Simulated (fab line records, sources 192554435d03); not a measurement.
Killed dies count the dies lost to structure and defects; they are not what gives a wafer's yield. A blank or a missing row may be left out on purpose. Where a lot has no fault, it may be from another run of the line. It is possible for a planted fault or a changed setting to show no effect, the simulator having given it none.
Struck lot and sound lot, side by side | flow n5Finfet | 16 steps out of a route of 1938
Sound: these wafers, L558.1, L558.2, L558.5. Struck: wafer L576.5. (L576.4, L576.6 of the same lot were not struck and are left out.) The cause comes at the end.
Each step with rows lists, per side, the tool, then ch with its chambers, then its first start. Under that, the readings that differ: sound wafers | struck wafers | difference of the means | sigmas: that difference in standard deviations of wafers without a fault.
alike: readings with means less than 2 such deviations apart, plus words and numbers identical on both sides. not compared: withheld readings, readings lacking a value on some wafer, bounds such as >300 that could conceal the same value, and numbers that have no deviation in the record and whose values overlap.
The two part at a step that has a row with sigmas, a row that says differs or no value, or rows on one side only. Non-overlapping numbers with no deviation appear without sigmas and do not part them. Lack of a reading on every wafer of one side parts them only where that side has two or more wafers.

first, 3 steps without rows for these wafers: N5_HKMG_FIN_STRIP_89 (strips SOC in N2/H2, time 20 s); N5_HKMG_FIN_WET_ETCH_87 (etches TiN in SC1, time 154.2 s, target depth 4.7 nm, rinse time 30 s); N5_HKMG_FIN_STRIP_88 (strips in N2/H2, time 360 s).
N5_HKMG_FIN_NWFM_ALD_20: deposits TiAlC, target thk 2 nm, pulse time 3 s, purge time 2 s.
  sound on aldMetal-01 ch 1,3, day 4 18:56; struck on aldMetal-03 ch 0, day 9 06:36
  alike: heaterPowerOuterW, heaterPowerW, precursorPulseHeightRel
  not compared: aldCycles
N5_HKMG_FIN_ALD_71: deposits TiN, target thk 1 nm, pulse time 1 s, purge time 3 s.
  sound on aldMetal-01 ch 1,3, day 4 19:02; struck on aldMetal-03 ch 0, day 9 06:42
  alike: heaterPowerOuterW, heaterPowerW, precursorPulseHeightRel
  not compared: aldCycles
then, 1 step without rows for these wafers: N5_HKMG_FIN_COAT_66 (time 60 s, resist thk 300 nm).
N5_HKMG_FIN_ETCH_67: etches SOC in N2/H2, stops on TiN, target depth 388.9 nm.
  sound on rieDiel-01 ch 0,2, day 4 19:23; struck on rieDiel-03 ch 0, day 9 07:03
  alike: drypumpMotorCurrentA, oesProductAu, rfVppV, showerheadPlenumPTorr, throttleValvePct
  not compared: rfHoursCounterH
then, 2 steps without rows for these wafers: N5_HKMG_FIN_STRIP_90 (strips SOC in N2/H2, time 20 s); N5_HKMG_FIN_WET_ETCH_73 (etches the open film in SC1, time 42.3 s, target depth 1.3 nm, rinse time 30 s).
N5_HKMG_FIN_ETCHBACK_68: etches the open film in Cl2/Ar, stops on HfO2, target depth 0.5 nm.
  sound on rieMetal-01 ch 0,1, day 4 19:36; struck on rieMetal-03 ch 0, day 9 07:19
reading              | sound             | struck | difference | sigmas
throttleValvePct (%) | 20.62 20.66 20.62 | 21.06  | +0.43      | +3
  alike: drypumpMotorCurrentA, oesProductAu
  not compared: rfHoursCounterH
N5_HKMG_FIN_STRIP_69: strips in N2/H2, time 360 s.
  sound on plasmaAsher-02 ch 0,1, day 4 19:44; struck on plasmaAsher-01 ch 0, day 9 07:32
  alike: drypumpMotorCurrentA, heaterPowerW
  not compared: rfHoursCounterH
then, 1 step without rows for these wafers: N5_HKMG_FIN_ALD_21 (deposits TiN, target thk 1.5 nm, pulse time 1 s, purge time 3 s).
N5_HKMG_FIN_ALD_72: deposits W, target thk 2 nm, pulse time 1 s, purge time 2 s.
  sound on cvdW-02 ch 0,1, day 4 20:29; struck on cvdW-01 ch 1, day 9 08:11
reading                               | sound     | struck | difference | sigmas
aldCycles                             | 7 7 7     | 5      | -2         | 
model.W_of_HKMG_FIN_ALD_72.thkNm (nm) | 1.8 2 2.2 | 1.6    | -0.4       | 
  alike: heaterPowerOuterW, heaterPowerW, precursorPulseHeightRel
then, 1 step without rows for these wafers: N5_HKMG_FIN_W_FILL_22 (material W, target thk 60 nm, time 18.2 s).
-- a jump in the record: the struck wafers' starts before and after are 5 days apart (it breaks off in module HKMG_FIN and resumes in module BEOL_M4, where the first step shown is number 1111 of the route) --
N5_BEOL_M4_RC_MEAS_101:
  sound on prober-02 ch 0, day 9 12:12; struck on prober-01 ch 0, day 14 07:03
  alike: DIBL_N, DIBL_P, IOFF_N, IOFF_P, ION_N, ION_P, SS_N, SS_P, VT_N, VT_P
-- the record jumps here: 5 days lie between the struck wafers' starts before and after (it left off in module BEOL_M4 and takes up again in module PASSIVATION, whose first step shown is number 1936 of the route) --
N5_PASSIVATION_PROBE_49:
  record: rows for the struck wafers here (prober-02, day 19 02:20), none for the sound ones

WHERE THEY PART
First at N5_HKMG_FIN_ETCHBACK_68; last, within this record, at N5_PASSIVATION_PROBE_49.

WHY: whatever the simulator had introduced
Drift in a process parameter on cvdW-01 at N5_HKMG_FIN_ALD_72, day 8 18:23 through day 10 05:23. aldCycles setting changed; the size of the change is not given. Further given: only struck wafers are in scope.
